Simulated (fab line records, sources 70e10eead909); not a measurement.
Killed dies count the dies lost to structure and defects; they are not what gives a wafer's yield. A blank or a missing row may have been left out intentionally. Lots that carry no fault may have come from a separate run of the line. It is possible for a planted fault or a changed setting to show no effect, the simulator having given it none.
Which tool was responsible? -- flow nandHarc -- 12 lots, 36 wafers sampled, at 4 steps of a route of 1302

WHAT THE GAUGES READ, wafer by wafer
The record lacks any reading of a measuring or inspecting step that a usual standard deviation could be used to judge.

TOOL THAT RAN EACH LOT (tool first, then ch and the chambers of the sampled wafers, then the start)
lot,NHARC_A_SLIT_DEP_25,NHARC_A_SLIT_DESCUM_14,NHARC_A_WL_FILL_ALD_00,NHARC_A_WL_FILL_ETCHBACK_05
L853,"pecvd-03 ch 0,2, day 19 05:37","rieDiel-05 ch 0,2,3, day 19 11:49","aldHk-01 ch 0,1, day 20 00:47","rieMetal-03 ch 0,1, day 20 02:51"
L854,"pecvd-02 ch 1,2, day 19 22:02","rieDiel-05 ch 0,1,2, day 20 03:05","aldHk-02 ch 0,2,3, day 20 16:04","rieMetal-03 ch 0,1, day 20 17:35"
L857,"pecvd-04 ch 0,1,2, day 20 23:07","rieDiel-08 ch 0,1,2, day 21 04:52","aldHk-01 ch 1,2,3, day 21 22:06","rieMetal-02 ch 0,1, day 21 23:40"
L856,"pecvd-03 ch 0,1,2, day 20 23:11","rieDiel-05 ch 0,1, day 21 04:26","aldHk-02 ch 0,1, day 21 17:24","rieMetal-01 ch 0,1, day 21 18:55"
L858,"pecvd-04 ch 0,1,2, day 21 16:56","rieDiel-05 ch 0,1,3, day 21 23:10","aldHk-01 ch 1,2,3, day 22 16:04","rieMetal-01 ch 1, day 22 17:41"
L861,"pecvd-03 ch 0,1,2, day 22 21:59","rieDiel-05 ch 0,1,2, day 23 04:01","aldHk-01 ch 0,1,3, day 23 16:36","rieMetal-01 ch 0,1, day 23 19:01"
L863,"pecvd-03 ch 1,2, day 23 19:04","rieDiel-05 ch 0,1,2, day 24 00:10","aldHk-01 ch 1,2,3, day 24 16:33","rieMetal-02 ch 0,1, day 24 18:05"
L870,"pecvd-03 ch 0,1,2, day 27 01:33","rieDiel-05 ch 0,1,2, day 27 06:30","aldHk-01 ch 0,1,2, day 27 19:31","rieMetal-03 ch 0,1, day 27 21:12"
L871,"pecvd-04 ch 0,1, day 27 01:43","rieDiel-08 ch 0,2,3, day 27 06:51","aldHk-02 ch 1,2,3, day 27 19:28","rieMetal-01 ch 0,1, day 27 21:00"
L873,"pecvd-02 ch 0,1,2, day 27 18:54","rieDiel-05 ch 2,3, day 28 00:39","aldHk-02 ch 2,3, day 28 13:07","rieMetal-03 ch 0,1, day 28 14:52"
L874,"pecvd-04 ch 0,1,2, day 28 04:05","rieDiel-05 ch 0,1,3, day 28 08:55","aldHk-01 ch 1,2,3, day 28 23:05","rieMetal-03 ch 0,1, day 29 00:43"
L875,"pecvd-02 ch 1, day 28 15:31","rieDiel-05 ch 1,2,3, day 29 02:31","aldHk-01 ch 1,2, day 29 14:35","rieMetal-01 ch 0,1, day 29 16:07"
- NHARC_A_SLIT_DEP_25: deposits SiO2, target thk 200 nm.
- NHARC_A_SLIT_DESCUM_14: chemistry O2, time 3 s.
- NHARC_A_WL_FILL_ALD_00: deposits Al2O3, target thk 3 nm, pulse time 3 s, ald cycles 30.
- NHARC_A_WL_FILL_ETCHBACK_05: etches the open film in Cl2/BCl3, target depth 22 nm, time 60 s.

WHAT THE TOOLS THEMSELVES READ (means of the sampled wafers that have a number; where no wafer has one, the mark that the record gives instead)
NHARC_A_SLIT_DEP_25.
lot,tool,heaterPowerW (W),throttleValvePct (%)
L853,pecvd-03,659,16.1
L854,pecvd-02,507,15.4
L857,pecvd-04,440,15.4
L856,pecvd-03,661,16.4
L858,pecvd-04,466,15.6
L861,pecvd-03,641,16.5
L863,pecvd-03,624,16.5
L870,pecvd-03,635,16.5
L871,pecvd-04,449,15.5
L873,pecvd-02,542,15.6
L874,pecvd-04,459,15.5
L875,pecvd-02,548,15.1

NHARC_A_SLIT_DESCUM_14.
lot,tool,drypumpMotorCurrentA (A),oesProductAu (a.u.),rfVppV (V),showerheadPlenumPTorr (Torr),throttleValvePct (%)
L853,rieDiel-05,5.5,1.000,57.3,1.87,11.315
L854,rieDiel-05,5.9,1.006,57.3,1.88,11.316
L857,rieDiel-08,5.7,0.994,57.9,1.89,11.314
L856,rieDiel-05,6.0,1.021,57.3,1.89,11.317
L858,rieDiel-05,5.7,1.008,57.6,1.88,11.310
L861,rieDiel-05,5.9,1.014,57.5,1.88,11.307
L863,rieDiel-05,5.8,1.012,57.9,1.88,11.313
L870,rieDiel-05,5.8,0.998,58.1,1.87,11.304
L871,rieDiel-08,5.8,0.993,57.7,1.89,11.313
L873,rieDiel-05,5.5,1.011,57.9,1.88,11.312
L874,rieDiel-05,5.8,0.988,57.9,1.88,11.318
L875,rieDiel-05,5.8,1.010,58.3,1.90,11.315

NHARC_A_WL_FILL_ALD_00.
lot,tool,heaterPowerW (W),precursorPulseHeightRel
L853,aldHk-01,506,1.001
L854,aldHk-02,441,0.988
L857,aldHk-01,538,1.015
L856,aldHk-02,435,1.016
L858,aldHk-01,539,1.006
L861,aldHk-01,500,0.992
L863,aldHk-01,530,0.987
L870,aldHk-01,545,0.996
L871,aldHk-02,443,1.002
L873,aldHk-02,430,0.977
L874,aldHk-01,531,0.994
L875,aldHk-01,576,0.988

NHARC_A_WL_FILL_ETCHBACK_05.
lot,tool,drypumpMotorCurrentA (A),oesProductAu (a.u.)
L853,rieMetal-03,5.4,0.990
L854,rieMetal-03,5.5,1.004
L857,rieMetal-02,6.3,1.002
L856,rieMetal-01,6.6,0.998
L858,rieMetal-01,6.2,1.005
L861,rieMetal-01,6.5,0.998
L863,rieMetal-02,6.3,1.016
L870,rieMetal-03,5.4,0.993
L871,rieMetal-01,6.4,0.993
L873,rieMetal-03,5.2,1.016
L874,rieMetal-03,5.4,1.010
L875,rieMetal-01,6.6,1.003

THE ANSWER, worked out from the rows above alone
Rule: usual is defined by the lots themselves. Put in order of their means at a reading, lots are off if they are a third of the lots or fewer, leave a main group of 4 or more, and stand apart from it by a gap of 3 or more times the standard deviation of the main group's means; of several such gaps the widest counts. A main group whose means are all the same, to the digits that the tables above print for the reading, isn't used. A lot without any number at a reading at which 4 lots or more have one is off too. The other lots that the step has rows for count as sound. Order of review: gauges by route order, followed by the tools' own readings, for which a lot's mean as printed above is used. At the first step where some lot is off, the reading lying furthest off is the one used; lots without a number count as furthest.
No lot is off at any reading shown: from this, nothing can be told.

WHAT THE SIMULATOR PUT IN
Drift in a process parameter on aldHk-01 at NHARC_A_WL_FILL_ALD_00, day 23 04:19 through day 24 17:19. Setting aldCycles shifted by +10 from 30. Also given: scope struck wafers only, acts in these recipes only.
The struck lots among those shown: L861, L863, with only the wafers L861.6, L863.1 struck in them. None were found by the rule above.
